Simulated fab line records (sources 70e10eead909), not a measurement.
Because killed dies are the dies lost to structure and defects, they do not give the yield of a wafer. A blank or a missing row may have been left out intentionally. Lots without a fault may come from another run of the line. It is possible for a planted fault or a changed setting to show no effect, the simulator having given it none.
fab line records	flow nandHarc
[record] lots = 10	wafers = 30	lastDay = 24
route steps=1159 shown P_M1@299 END@1159
lots with no fault: from the same line, run without faults
startH: the number of hours between the record's first day and the start of the first shown wafer of the lot	waitH: hours since the lot's step before	" the same as in the row above	L1.1+2: several wafers, shown together as one row	- no value, or no start given	* or withheld: withheld	< > ~ a bound
route shown NAME@n: NAME is a module with steps in the file, n the number in the route of the first one	usual: the fault-free wafers' mean and standard deviation	same: alike in all rows	chamber/n: place in a boat	sites: per-site readings	_std_site: their standard deviation	_edge_site: the outer-site mean with the inner-site mean subtracted	radiusMm: how far each site lies from the wafer's centre	mask NAME#n: copy n	behind: the tool/chamber that last shaped the wafer	hold: cause of the lot's hold/its duration in hours/its outcome	device: names the non-switching transistor (n, p or np)	end of line: the same wafers' tests at the end of the route	a step given without rows: its recipe and nothing more	killed: dies lost to structure and defects at the first sort, not the wafer's yield	map: shows each die of a wafer: x if killed, . if not, _ if none is there
set.NAME: the run value of the setting; set.NAME@STEP: its run value at that earlier step	model.NAME: the simulator's own value behind a step, which no gauge read
route steps across a sampled set of lots; one table per step, one row per wafer
services: when a tool's chamber went out of use (startH, in hours from the record's first day, below 0 if earlier), for how many hours, and the reason
[[steps]]
[step NHARC_P_M1_ETCH_35]
[recipe] targetDepthA = 400	overetchA = 120	timeS = 43.94	ionEnergyEv = 200	n2FlowSccm = 150	h2FlowSccm = 150	arFlowSccm = 0	rfW = 400	biasW = 150	chemistry = N2/H2
[usual] chamberPressureMTorr = 30.000/0.028	drypumpMotorCurrentA = 5.5/0.44	oesProductAu = 1.003/0.011	rfVppV = 430.6/2.3	showerheadPlenumPTorr = 2.04/0.078	throttleValvePct = 14.172/0.009
lot.wafer	tool	chamber	startH	waitH	chamberPressureMTorr	drypumpMotorCurrentA	oesProductAu	rfHoursCounterH	rfVppV	showerheadPlenumPTorr	throttleValvePct
L569.4	rieDiel-09	3	122.67	0.1	30.026	4.9	1.002	1.2	427.3	1.94	14.178
L569.6	"	3	"	"	29.982	4.9	1.013	-	426.8	1.94	14.160
L569.5	"	0	"	"	30.001	5.9	1.009	-	429.5	1.99	14.187
L571.3	rieDiel-09	3	144.90	0.1	29.989	4.9	1.021	1.6	429.1	1.94	14.181
L571.5	"	2	"	"	30.031	5.9	1.005	-	428.6	1.98	14.177
L571.6	"	3	"	"	30.014	4.9	1.012	-	427.9	1.94	14.164
L573.4	rieDiel-13	2	146.17	0.1	30.003	5.4	0.979	2.0	433.7	2.12	14.178
L573.6	"	0	"	"	29.979	4.9	1.013	-	432.2	2.15	14.171
L573.5	"	1	"	"	29.958	5.8	1.006	-	433.0	2.10	14.173
L574.1	rieDiel-01	2	152.30	0.1	29.972	5.3	1.001	0.3	432.0	2.13	14.154
L574.2	"	3	"	"	29.995	5.2	0.991	0.2	428.8	2.01	14.166
L574.6	"	1	"	"	30.038	6.5	0.995	-	433.7	2.10	14.172
L579.4	rieDiel-13	0	178.50	0.1	29.976	4.9	1.018	3.2	432.4	2.15	14.174
L579.2	"	1	"	"	29.974	5.8	1.003	4.8	433.5	2.10	14.173
L579.1	"	2	"	"	29.986	5.5	0.968	4.9	433.0	2.12	14.181
L580.2	rieDiel-01	0	185.20	0.1	30.022	5.1	1.006	2.9	430.5	1.99	14.168
L580.4	"	2	"	"	29.971	5.3	1.012	3.2	433.5	2.13	14.180
L580.6	"	0	"	"	30.025	5.1	1.013	-	429.5	1.99	14.174
L582.1	rieDiel-09	2	200.92	0.1	30.030	5.9	1.006	2.7	429.1	1.97	14.155
L582.5	"	1	"	"	30.031	5.1	1.011	-	426.9	1.91	14.185
L582.6	"	2	"	"	30.002	5.9	1.001	-	429.3	1.98	14.165
L581.3	rieDiel-01	2	201.31	0.1	30.008	5.3	1.006	4.9	432.4	2.13	14.170
L581.1	"	0	"	"	30.035	5.1	1.002	5.2	429.7	1.99	14.164
L581.6	"	1	"	"	30.021	6.5	1.007	-	433.0	2.10	14.162
L589.1	rieDiel-13	2	243.87	0.1	30.014	5.5	0.977	9.1	433.2	2.12	14.180
L589.4	"	3	"	"	30.006	5.9	1.004	7.3	427.8	2.01	14.167
L589.2	"	0	"	"	30.009	4.9	1.007	7.9	433.4	2.15	14.170
L592.2	rieDiel-13	3	261.78	0.1	29.999	5.9	1.003	8.9	429.2	2.01	14.165
L592.1	"	1	"	"	30.002	5.8	0.999	11.1	431.8	2.10	14.168
L592.4	"	2	"	"	29.990	5.5	0.986	11.0	432.8	2.12	14.169
[step NHARC_P_M1_PRE_CLEAN_30]
[recipe] timeS = 30	tempC = 280	gas = H2/He
[usual] heaterPowerW = 384/47
lot.wafer	tool	chamber	startH	waitH	heaterPowerW
L569.4	pvdSputter-01	-	-	-	387
L569.5	"	-	"	"	414
L569.6	"	-	"	"	321
L571.3	pvdSputter-03	-	-	-	377
L571.5	"	-	"	"	460
L571.6	"	-	"	"	405
L573.4	pvdSputter-01	-	-	-	422
L573.5	"	-	"	"	403
L573.6	"	-	"	"	328
L574.2	pvdSputter-01	-	-	-	321
L574.1	"	-	"	"	414
L574.6	"	-	"	"	325
L579.1	pvdSputter-02	-	-	-	463
L579.4	"	-	"	"	490
L579.2	"	-	"	"	365
L580.4	pvdSputter-01	-	-	-	406
L580.2	"	-	"	"	313
L580.6	"	-	"	"	336
L582.1	pvdSputter-01	-	-	-	319
L582.5	"	-	"	"	420
L582.6	"	-	"	"	315
L581.3	pvdSputter-03	-	-	-	372
L581.1	"	-	"	"	463
L581.6	"	-	"	"	372
L589.4	pvdSputter-03	-	-	-	415
L589.1	"	-	"	"	364
L589.2	"	-	"	"	356
L592.4	pvdSputter-01	-	-	-	391
L592.2	"	-	"	"	348
L592.1	"	-	"	"	403
[step NHARC_P_M1_PVD_20]
[recipe] targetThkA = 50	biasV = 168.6	powerW = 15000	chamberPressurePa = 0.12	timeS = 8.06	substrateTempC = 50	material = TaN
[usual] biasV = 168.7/1.6	throttleValvePct = 30.2/0.98
lot.wafer	tool	chamber	startH	waitH	biasV	throttleValvePct
L569.4	pvdSputter-01	-	-	-	167.1	29.2
L569.6	"	-	"	"	169.1	30.8
L569.5	"	-	"	"	168.3	31.9
L571.3	pvdSputter-03	-	-	-	168.5	29.9
L571.5	"	-	"	"	167.1	30.3
L571.6	"	-	"	"	167.9	29.9
L573.4	pvdSputter-01	-	-	-	170.7	31.9
L573.5	"	-	"	"	169.0	30.8
L573.6	"	-	"	"	170.1	31.5
L574.2	pvdSputter-01	-	-	-	169.9	29.2
L574.1	"	-	"	"	169.0	31.9
L574.6	"	-	"	"	167.5	29.6
L579.4	pvdSputter-02	-	-	-	168.6	29.6
L579.1	"	-	"	"	168.7	30.4
L579.2	"	-	"	"	166.6	29.1
L580.4	pvdSputter-01	-	-	-	169.5	32.3
L580.2	"	-	"	"	171.3	29.7
L580.6	"	-	"	"	168.5	29.5
L582.1	pvdSputter-01	-	-	-	165.4	30.0
L582.6	"	-	"	"	166.4	29.6
L582.5	"	-	"	"	167.5	30.1
L581.3	pvdSputter-03	-	-	-	169.0	30.4
L581.1	"	-	"	"	170.7	30.0
L581.6	"	-	"	"	172.1	30.4
L589.2	pvdSputter-03	-	-	-	169.7	30.3
L589.4	"	-	"	"	169.2	29.7
L589.1	"	-	"	"	167.9	30.0
L592.4	pvdSputter-01	-	-	-	168.2	29.9
L592.2	"	-	"	"	168.5	30.0
L592.1	"	-	"	"	166.8	29.6
[step NHARC_P_M1_ECD_22]
[recipe] targetThkA = 4000	bathTempC = 25	material = Cu
[usual] bathHeatDutyPct = 6.0/0.65	bathTempC = 25.01/0.11
lot.wafer	tool	chamber	startH	waitH	bathHeatDutyPct	bathTempC
L569.4	ecdCu-01	0	124.18	-	5.9	25.12
L569.5	"	1	"	"	5.9	25.03
L569.6	"	0	"	"	6.4	24.88
L571.3	ecdCu-01	1	146.31	-	5.4	25.01
L571.6	"	1	"	"	6.8	25.02
L571.5	"	0	"	"	5.3	25.05
L573.4	ecdCu-02	0	147.62	-	4.3	25.12
L573.6	"	1	"	"	6.5	24.72
L573.5	"	0	"	"	3.7	25.14
L574.2	ecdCu-01	1	153.62	-	6.5	25.12
L574.1	"	0	"	"	6.0	25.07
L574.6	"	1	"	"	6.7	25.05
L579.1	ecdCu-01	1	179.82	-	6.1	24.89
L579.2	"	0	"	"	7.0	25.15
L579.4	"	1	"	"	5.4	25.04
L580.2	ecdCu-01	1	187.17	-	6.1	25.08
L580.4	"	0	"	"	5.6	25.04
L580.6	"	0	"	"	5.2	24.94
L582.1	ecdCu-02	1	202.26	-	-	-
L582.6	"	0	"	"	-	-
L582.5	"	1	"	"	-	-
L581.1	ecdCu-01	0	202.60	-	-	-
L581.3	"	1	"	"	-	-
L581.6	"	1	"	"	-	-
L589.1	ecdCu-01	0	245.18	-	6.2	24.93
L589.2	"	1	"	"	6.9	24.99
L589.4	"	1	"	"	6.2	25.08
L592.2	ecdCu-01	0	263.08	-	5.4	25.16
L592.1	"	1	"	"	6.3	25.03
L592.4	"	0	"	"	5.8	24.94
[step NHARC_P_M1_CMP_23]
[recipe] tOverpolishS = 20	targetThkNm = 157.82
[usual] motorCurrentA = 12.5/1.2	slurryFilterDpKPa = 13.50/0.15	timeToEndpointS = 28.6/2.9
lot.wafer	tool	chamber	startH	waitH	motorCurrentA	slurryFilterDpKPa	timeToEndpointS
L569.4	cmp-01	0	124.78	-	14.0	13.53	25.6
L569.5	"	3	"	"	11.4	13.44	30.2
L569.6	"	0	"	"	13.7	13.52	23.7
L571.3	cmp-01	3	147.04	-	10.9	13.56	25.4
L571.5	"	0	"	"	13.7	13.44	23.5
L571.6	"	1	"	"	12.1	13.72	26.1
L573.4	cmp-04	0	148.28	-	12.0	13.51	28.8
L573.6	"	1	"	"	13.7	13.41	32.7
L573.5	"	2	"	"	12.5	13.44	31.9
L574.2	cmp-02	0	154.35	-	13.0	13.69	27.8
L574.1	"	2	"	"	11.0	13.68	26.7
L574.6	"	0	"	"	13.0	13.56	27.8
L579.2	cmp-04	2	180.54	-	12.8	13.67	30.4
L579.4	"	0	"	"	11.5	13.62	25.5
L579.1	"	1	"	"	12.8	13.41	26.4
L580.4	cmp-02	3	187.84	-	12.4	13.65	31.1
L580.2	"	1	"	"	10.5	13.23	25.5
L580.6	"	0	"	"	13.3	13.67	26.3
L582.1	cmp-02	2	202.99	-	11.1	13.30	0.2
L582.6	"	0	"	"	13.8	13.46	0.6
L582.5	"	1	"	"	10.1	13.53	0.0
L581.3	cmp-01	3	203.35	-	10.8	13.36	3.8
L581.1	"	0	"	"	14.5	13.47	2.2
L581.6	"	3	"	"	10.9	13.49	3.9
L589.1	cmp-04	2	245.90	-	12.8	13.55	29.6
L589.2	"	0	"	"	12.2	13.66	26.9
L589.4	"	1	"	"	13.8	13.73	29.2
L592.4	cmp-04	0	263.80	-	11.2	13.62	28.7
L592.1	"	1	"	"	13.8	13.55	31.1
L592.2	"	2	"	"	12.4	13.48	31.5
[step NHARC_P_M1_THK_MEAS_24]
[recipe] thkMeasGauge = xrf
[usual] thkNm = 157.8/1.7
lot.wafer	tool	chamber	startH	waitH	thkNm
L569.4	filmMetro-02	-	125.07	-	155.0
L569.5	"	-	"	"	158.3
L569.6	"	-	"	"	157.6
L571.3	filmMetro-02	-	147.28	-	162.2
L571.5	"	-	"	"	157.2
L571.6	"	-	"	"	156.2
L573.4	filmMetro-01	-	148.51	-	158.0
L573.5	"	-	"	"	156.6
L573.6	"	-	"	"	157.5
L574.1	filmMetro-02	-	154.66	-	156.9
L574.2	"	-	"	"	154.5
L574.6	"	-	"	"	155.3
L579.1	filmMetro-02	-	180.85	-	156.6
L579.2	"	-	"	"	156.4
L579.4	"	-	"	"	156.3
L580.2	filmMetro-01	-	188.16	-	157.1
L580.4	"	-	"	"	159.8
L580.6	"	-	"	"	158.8
L582.1	filmMetro-02	-	203.25	-	30.4
L582.5	"	-	"	"	29.5
L582.6	"	-	"	"	30.0
L581.1	filmMetro-02	-	203.63	-	31.0
L581.3	"	-	"	"	32.8
L581.6	"	-	"	"	29.7
L589.1	filmMetro-02	-	246.22	-	157.9
L589.2	"	-	"	"	158.7
L589.4	"	-	"	"	159.3
L592.1	filmMetro-01	-	264.12	-	158.0
L592.2	"	-	"	"	156.1
L592.4	"	-	"	"	156.4
[step NHARC_END_SORT_01]
[recipe] tempC = 25
[usual] defectLimitedYield = 95.4/1.5	killedAtArray = 28/10	killedAtOther = 0.5/0.82	killedAtPeriphery = 3.4/2.2	killedDies = 31/10	killedOpen = 3.4/1.9	killedShort = 1.9/1.3	sort_bin_2_pct = 1.5/0.6	sort_bin_3_pct = 0.29/0.24	sort_bin_4_pct = 2.9/0.97	sortNPass = 646/10	sortRimYieldPct = 94.7/3	sortYieldPct = 95.4/1.5
[same] grossDies = 677	sort_bin_5_pct[%] = 0	sort_bin_6_pct[%] = 0	sort_bin_7_pct[%] = 0	sort_bin_8_pct[%] = 0	sortRimNGross = 106.00
lot.wafer	tool	chamber	startH	waitH	defectLimitedYield[%]	killedAtArray	killedAtOther	killedAtPeriphery	killedDies	killedOpen	killedShort	sort_bin_2_pct[%]	sort_bin_3_pct[%]	sort_bin_4_pct[%]	sortNPass	sortRimYieldPct[%]	sortYieldPct[%]
L569.4	prober-01	0	459.55	3.4	97.0	18	0	2	20	3	2	1.2	0	1.8	657	95.3	97.0
L569.5	prober-01	0	460.35	3.7	96.2	21	0	5	26	1	2	1.2	0.30	2.4	651	93.4	96.2
L569.6	prober-01	0	461.14	4.0	96.5	18	3	3	24	2	3	1.2	0.44	1.9	653	95.3	96.5
L571.3	prober-02	0	467.87	3.1	96.2	17	1	8	26	2	0	1.2	0	2.7	651	96.2	96.2
L571.5	prober-02	0	469.45	3.7	95.6	21	0	9	30	3	0	1.5	0.30	2.7	647	92.5	95.6
L571.6	prober-02	0	470.24	4.0	95.3	23	0	9	32	5	1	1.8	0.30	2.7	645	98.1	95.3
L574.1	prober-01	0	480.55	2.5	96.0	23	0	4	27	3	2	1.6	0.30	2.1	650	93.4	96.0
L574.2	prober-01	0	481.33	2.8	95.3	27	0	5	32	5	1	1.5	0.30	3.0	645	93.4	95.3
L574.6	prober-01	0	484.43	3.9	94.8	30	0	5	35	4	2	1.6	0.30	3.2	642	98.1	94.8
L573.4	prober-01	0	490.56	3.4	94.2	34	2	3	39	4	4	2.1	0.74	3.0	638	95.3	94.2
L573.5	prober-01	0	491.36	3.7	94.8	27	1	7	35	4	4	1.6	0	3.5	642	93.4	94.8
L573.6	prober-01	0	492.16	4.0	96.2	19	1	6	26	3	0	0.9	0.15	2.8	651	98.1	96.2
L579.1	prober-02	0	507.63	2.5	96.0	20	0	7	27	0	2	1.0	0.15	2.8	650	99.1	96.0
L579.2	prober-02	0	508.42	2.8	96.0	24	0	3	27	5	0	1.5	0.30	2.2	650	95.3	96.0
L579.4	prober-02	0	510.00	3.4	94.8	27	0	8	35	6	1	1.5	0.30	3.4	642	92.5	94.8
L580.2	prober-01	0	508.39	2.8	94.1	38	0	2	40	5	0	2.1	0.15	3.7	637	98.1	94.1
L580.4	prober-01	0	509.99	3.4	96.2	26	0	0	26	1	3	1.3	0.15	2.4	651	99.1	96.2
L580.6	prober-01	0	511.59	4.0	95.1	33	0	0	33	0	3	1.5	0.44	3.0	644	99.1	95.1
L582.1	prober-01	0	515.40	2.5	0	17	0	660	677	3	1	97.6	0	2.4	0	0	0
L582.5	prober-01	0	518.63	3.7	0	31	0	646	677	0	2	96.5	0.44	3.1	0	0	0
L582.6	prober-01	0	519.44	4.0	0	24	1	652	677	4	2	97.0	0	3.0	0	0	0
L581.1	prober-02	0	555.23	2.5	0	26	0	651	677	3	1	96.6	0.15	3.2	0	0	0
L581.3	prober-02	0	556.80	3.1	0	37	0	640	677	7	3	95.9	0.89	3.2	0	0	0
L581.6	prober-02	0	559.16	3.9	0	35	0	642	677	7	4	96.0	0.74	3.2	0	0	0
L589.1	prober-01	0	569.14	2.5	92.9	45	0	3	48	4	1	2.2	0	4.9	629	96.2	92.9
L589.2	prober-01	0	569.94	2.8	95.1	32	0	1	33	0	1	2.2	0.15	2.5	644	91.5	95.1
L589.4	prober-01	0	571.55	3.4	94.8	31	0	4	35	3	1	2.2	0.44	2.5	642	94.3	94.8
L592.1	prober-01	0	576.97	2.5	94.8	28	2	5	35	6	3	1.3	0.15	3.7	642	93.4	94.8
L592.2	prober-01	0	577.78	2.8	93.1	46	0	1	47	2	3	2.7	0	4.3	630	97.2	93.1
L592.4	prober-01	0	579.38	3.4	93.5	39	2	3	44	5	1	1.0	0.44	5.0	633	97.2	93.5
// killed by level:class
L569.4 A_SLIT:chamberFilmFlake=8 A_CONTACT:chamberFilmFlake=2 A_ONON_D1:geometricParticle:open=1 A_CHANNEL_HOLE_D1:geometricParticle:short=1 A_CHANNEL_FILL_D1:geometricParticle:open=1 A_SGD_CUT:geometricParticle:open=1 A_CONTACT:geometricParticle:short=1 P_M1:chamberFilmFlake=1
L569.5 A_SLIT:chamberFilmFlake=7 A_STAIRCASE:chamberFilmFlake=6 P_GATE:chamberFilmFlake=3 A_CONTACT:chamberFilmFlake=3 A_ZERO_WELL:chamberFilmFlake=2 P_M1:geometricParticle:open=1 A_ONON_D1:geometricParticle:short=1 A_CONTACT:geometricParticle:short=1
L569.6 A_SLIT:chamberFilmFlake=7 THIN_TSV:chamberFilmFlake=3 P_BONDPAD:chamberFilmFlake=2 A_CHANNEL_HOLE_D1:chamberFilmFlake=2 A_STAIRCASE:chamberFilmFlake=2 A_CONTACT:chamberFilmFlake=2 P_STI:geometricParticle:short=1 A_CHANNEL_FILL_D1:geometricParticle:short=1
L571.3 A_CHANNEL_HOLE_D1:chamberFilmFlake=7 P_STI:chamberFilmFlake=5 A_STAIRCASE:chamberFilmFlake=4 P_CONTACT:chamberFilmFlake=2 A_SLIT:chamberFilmFlake=2 A_CONTACT:chamberFilmFlake=2 A_SOURCE_PLATE:geometricParticle:open=1 A_M1:geometricParticle:open=1
L571.5 A_CHANNEL_HOLE_D1:chamberFilmFlake=7 P_STI:chamberFilmFlake=5 A_STAIRCASE:chamberFilmFlake=5 A_ZERO_WELL:chamberFilmFlake=3 P_GATE:chamberFilmFlake=2 A_SLIT:chamberFilmFlake=2 A_CONTACT:chamberFilmFlake=2 P_M0:geometricParticle:open=1
L571.6 A_CHANNEL_HOLE_D1:chamberFilmFlake=13 P_STI:chamberFilmFlake=4 A_STAIRCASE:chamberFilmFlake=3 A_CONTACT:geometricParticle:open=2 P_CONTACT:chamberFilmFlake=2 A_CONTACT:chamberFilmFlake=2 P_CONTACT:geometricParticle:open=1 P_M0:geometricParticle:open=1
L574.1 A_CONTACT:chamberFilmFlake=7 A_SLIT:chamberFilmFlake=6 P_M1:chamberFilmFlake=2 A_CHANNEL_HOLE_D1:chamberFilmFlake=2 A_STAIRCASE:chamberFilmFlake=2 A_M1:chamberFilmFlake=2 P_CONTACT:geometricParticle:open=1 A_CHANNEL_FILL_D1:geometricParticle:open=1
L574.2 A_SLIT:chamberFilmFlake=11 A_CONTACT:chamberFilmFlake=7 P_M1:chamberFilmFlake=4 A_CONTACT:geometricParticle:open=3 P_CONTACT:geometricParticle:open=1 A_BLC:geometricParticle:open=1 A_BLC:geometricParticle:short=1 A_ZERO_WELL:chamberFilmFlake=1
L574.6 A_SLIT:chamberFilmFlake=16 A_CONTACT:chamberFilmFlake=5 A_CHANNEL_HOLE_D1:chamberFilmFlake=3 P_M0:geometricParticle:open=2 P_M1:chamberFilmFlake=2 A_CHANNEL_HOLE_D1:geometricParticle:open=1 A_SGD_CUT:geometricParticle:short=1 A_WL_FILL:geometricParticle:short=1
L573.4 A_SLIT:chamberFilmFlake=8 A_CONTACT:chamberFilmFlake=7 A_CHANNEL_HOLE_D1:chamberFilmFlake=6 A_CHANNEL_FILL_D1:chamberFilmFlake=4 A_WL_FILL:geometricParticle:short=2 P_ZERO_WELL:chamberFilmFlake=2 A_STAIRCASE:chamberFilmFlake=2 P_M0:geometricParticle:open=1
L573.5 A_CONTACT:chamberFilmFlake=10 A_SLIT:chamberFilmFlake=7 P_ZERO_WELL:chamberFilmFlake=5 A_STAIRCASE:chamberFilmFlake=2 P_M1:geometricParticle:short=1 A_CHANNEL_HOLE_D1:geometricParticle:open=1 A_CHANNEL_HOLE_D1:geometricParticle:short=1 A_CHANNEL_FILL_D1:geometricParticle:open=1
L573.6 A_SLIT:chamberFilmFlake=10 P_ZERO_WELL:chamberFilmFlake=4 A_CONTACT:chamberFilmFlake=3 A_STAIRCASE:chamberFilmFlake=2 P_CONTACT:geometricParticle:open=1 A_CHANNEL_FILL_D1:geometricParticle:open=1 A_M1:geometricParticle:open=1 P_BONDPAD:chamberFilmFlake=1
L579.1 A_CHANNEL_HOLE_D1:chamberFilmFlake=15 P_STI:chamberFilmFlake=3 A_CONTACT:chamberFilmFlake=3 P_ZERO_WELL:chamberFilmFlake=2 P_M0:geometricParticle:short=1 A_WL_FILL:geometricParticle:short=1 P_M0:chamberFilmFlake=1 A_SLIT:chamberFilmFlake=1
L580.2 A_SLIT:chamberFilmFlake=15 A_CHANNEL_HOLE_D1:chamberFilmFlake=10 A_STAIRCASE:chamberFilmFlake=6 A_CONTACT:chamberFilmFlake=4 P_STI:geometricParticle:open=1 P_GATE:geometricParticle:open=1 A_ONON_D1:geometricParticle:open=1 A_STAIRCASE:geometricParticle:open=1
L579.2 A_CHANNEL_HOLE_D1:chamberFilmFlake=14 A_WL_FILL:geometricParticle:open=2 A_M0:geometricParticle:open=2 P_M0:chamberFilmFlake=2 A_STAIRCASE:chamberFilmFlake=2 A_CONTACT:chamberFilmFlake=2 A_SOURCE_PLATE:geometricParticle:open=1 P_STI:chamberFilmFlake=1
L580.4 A_SLIT:chamberFilmFlake=15 A_STAIRCASE:chamberFilmFlake=5 A_CHANNEL_HOLE_D1:chamberFilmFlake=2 A_CHANNEL_FILL_D1:geometricParticle:short=1 A_CHANNEL_FILL_D1:geometricParticle:open=1 A_SGD_CUT:geometricParticle:short=1 A_M0:geometricParticle:short=1
L579.4 A_CHANNEL_HOLE_D1:chamberFilmFlake=14 P_STI:chamberFilmFlake=4 A_STAIRCASE:chamberFilmFlake=3 A_SLIT:chamberFilmFlake=3 A_CONTACT:geometricParticle:open=2 P_GATE:geometricParticle:open=1 P_M0:geometricParticle:open=1 A_CHANNEL_FILL_D1:geometricParticle:short=1
L580.6 A_SLIT:chamberFilmFlake=13 A_STAIRCASE:chamberFilmFlake=8 A_CHANNEL_HOLE_D1:chamberFilmFlake=6 A_CONTACT:chamberFilmFlake=3 A_ONON_D1:geometricParticle:short=1 A_WL_FILL:geometricParticle:short=1 A_CONTACT:geometricParticle:short=1
L582.1 P_M1:areaEcd=656 A_SLIT:chamberFilmFlake=8 A_CONTACT:chamberFilmFlake=3 A_CHANNEL_HOLE_D1:chamberFilmFlake=2 A_STAIRCASE:chamberFilmFlake=2 P_M0:geometricParticle:open=1 P_M2:geometricParticle:short=1 A_ONON_D1:geometricParticle:open=1
L582.5 P_M1:areaEcd=641 A_SLIT:chamberFilmFlake=18 P_CONTACT:chamberFilmFlake=4 A_CHANNEL_HOLE_D1:chamberFilmFlake=4 A_STAIRCASE:chamberFilmFlake=4 A_CONTACT:chamberFilmFlake=3 A_CHANNEL_FILL_D1:geometricParticle:short=1 A_SGD_CUT:geometricParticle:short=1
L582.6 P_M1:areaEcd=648 A_STAIRCASE:chamberFilmFlake=6 A_SLIT:chamberFilmFlake=6 A_CHANNEL_HOLE_D1:chamberFilmFlake=5 P_CONTACT:chamberFilmFlake=3 A_M0:geometricParticle:open=2 A_CONTACT:chamberFilmFlake=2 A_ONON_D1:geometricParticle:open=1
L581.1 P_M1:areaEcd=647 A_CHANNEL_HOLE_D1:chamberFilmFlake=10 A_STAIRCASE:chamberFilmFlake=5 A_CONTACT:chamberFilmFlake=4 A_BLC:chamberFilmFlake=3 P_GATE:chamberFilmFlake=2 P_STI:geometricParticle:open=1 P_M1:geometricParticle:open=1
L581.3 P_M1:areaEcd=636 A_CHANNEL_HOLE_D1:chamberFilmFlake=19 A_BLC:chamberFilmFlake=4 A_CONTACT:chamberFilmFlake=3 A_CHANNEL_FILL_D1:geometricParticle:open=2 A_CONTACT:geometricParticle:open=2 A_M0:geometricParticle:open=2 A_STAIRCASE:chamberFilmFlake=2
L581.6 P_M1:areaEcd=639 A_CHANNEL_HOLE_D1:chamberFilmFlake=14 A_CONTACT:chamberFilmFlake=5 A_STAIRCASE:chamberFilmFlake=4 A_CONTACT:geometricParticle:open=2 A_BLC:chamberFilmFlake=2 P_GATE:geometricParticle:open=1 P_M0:geometricParticle:open=1
L589.1 A_CHANNEL_HOLE_D1:chamberFilmFlake=21 A_STAIRCASE:chamberFilmFlake=7 A_CONTACT:chamberFilmFlake=7 A_M0:chamberFilmFlake=5 A_WL_FILL:chamberFilmFlake=2 P_GATE:geometricParticle:open=1 P_CONTACT:geometricParticle:short=1 P_BONDPAD:geometricParticle:open=1
L589.2 A_CHANNEL_HOLE_D1:chamberFilmFlake=18 A_STAIRCASE:chamberFilmFlake=5 A_CONTACT:chamberFilmFlake=4 A_WL_FILL:chamberFilmFlake=3 A_BLC:geometricParticle:short=1 P_GATE:chamberFilmFlake=1 A_M0:chamberFilmFlake=1
L589.4 A_CHANNEL_HOLE_D1:chamberFilmFlake=12 A_STAIRCASE:chamberFilmFlake=7 A_CONTACT:chamberFilmFlake=4 A_M0:chamberFilmFlake=3 A_SLIT:chamberFilmFlake=2 A_WL_FILL:chamberFilmFlake=2 P_GATE:geometricParticle:open=1 P_CONTACT:geometricParticle:short=1
L592.1 A_SLIT:chamberFilmFlake=11 A_CONTACT:chamberFilmFlake=8 A_CONTACT:geometricParticle:open=3 P_GATE:chamberFilmFlake=3 A_ONON_D1:geometricParticle:short=2 THIN_TSV:chamberFilmFlake=2 P_GATE:geometricParticle:open=1 P_CONTACT:geometricParticle:open=1
L592.2 A_SLIT:chamberFilmFlake=26 A_CHANNEL_HOLE_D1:chamberFilmFlake=7 A_CONTACT:chamberFilmFlake=5 A_CHANNEL_FILL_D1:geometricParticle:short=2 A_STAIRCASE:chamberFilmFlake=2 A_ONON_D1:geometricParticle:open=1 A_CHANNEL_FILL_D1:geometricParticle:open=1 A_M1:geometricParticle:short=1
L592.4 A_SLIT:chamberFilmFlake=20 A_CHANNEL_HOLE_D1:chamberFilmFlake=10 A_CONTACT:chamberFilmFlake=6 P_GATE:geometricParticle:open=1 P_CONTACT:geometricParticle:open=1 A_CHANNEL_HOLE_D1:geometricParticle:open=1 A_SGD_CUT:geometricParticle:open=1 A_SLIT:geometricParticle:short=1
[[services]]
tool	chamber	startH	hours	kind
rieDiel-13	-	99.00	9.0	pm
pvdSputter-03	-	102.02	10.0	pm
cmp-04	-	105.00	4.0	pm
rieDiel-13	0	117.00	17.6	repair
cmp-02	-	124.01	1.4	repair
cmp-01	-	129.60	12.6	repair
cmp-02	-	134.73	4.0	pm
rieDiel-01	-	137.92	9.0	pm
pvdSputter-01	-	158.10	10.0	pm
rieDiel-13	3	159.07	8.3	repair
rieDiel-09	1	167.76	5.6	repair
cmp-04	-	169.63	0.7	repair
cmp-01	-	183.30	4.0	pm
cmp-01	-	199.74	0.4	repair
rieDiel-09	2	202.23	1.7	repair
cmp-04	-	203.00	4.0	pm
ecdCu-01	-	215.05	0.5	repair
rieDiel-13	3	218.81	6.7	repair
cmp-02	-	227.41	0.3	repair
cmp-02	-	232.73	4.0	pm
rieDiel-09	2	238.22	16.3	repair
cmp-02	-	241.12	0.6	repair
rieDiel-01	1	242.32	12.9	repair
rieDiel-09	-	254.57	9.0	pm
[[key]]
[firstSign] step = NHARC_P_M1_ECD_22	reading = toolRecord	direction = missing
[effect] step = NHARC_P_M1_CMP_23	reading = timeToEndpointS	direction = down	sigmas = 9.3	usual = *	struck = *
[effect] step = NHARC_P_M1_THK_MEAS_24	reading = thkNm	direction = down	sigmas = 75	usual = 157.8	struck = 30.6
[effect] step = NHARC_END_SORT_01	reading = killedAtPeriphery	direction = up	sigmas = 99+	usual = 3.4	struck = 648.5
[moreKillsBornAt] NHARC_P_M1_ECD_22@ecdCu-02 = 1945	NHARC_P_M1_ECD_22@ecdCu-01 = 1922
metAt NHARC_P_M1_ECD_22
struckLots L581,L582
laterRowsLeftOut L581.1,L581.3,L581.6,L582.1,L582.5,L582.6
notActingAt NHARC_P_M1_ETCH_35,NHARC_P_M1_PRE_CLEAN_30,NHARC_P_M1_PVD_20
onsetBetween 187.17 202.26
[fault] kind = skippedStepWhole	tool = ecdCu-01,ecdCu-02	chamber = -	onsetH = 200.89	steps = NHARC_P_M1_ECD_22	scope = struckLotsOnly
// laterRowsLeftOut: the simulator's readings of these wafers behind a module that went badly wrong aren't trusted and aren't shown, but for the sort
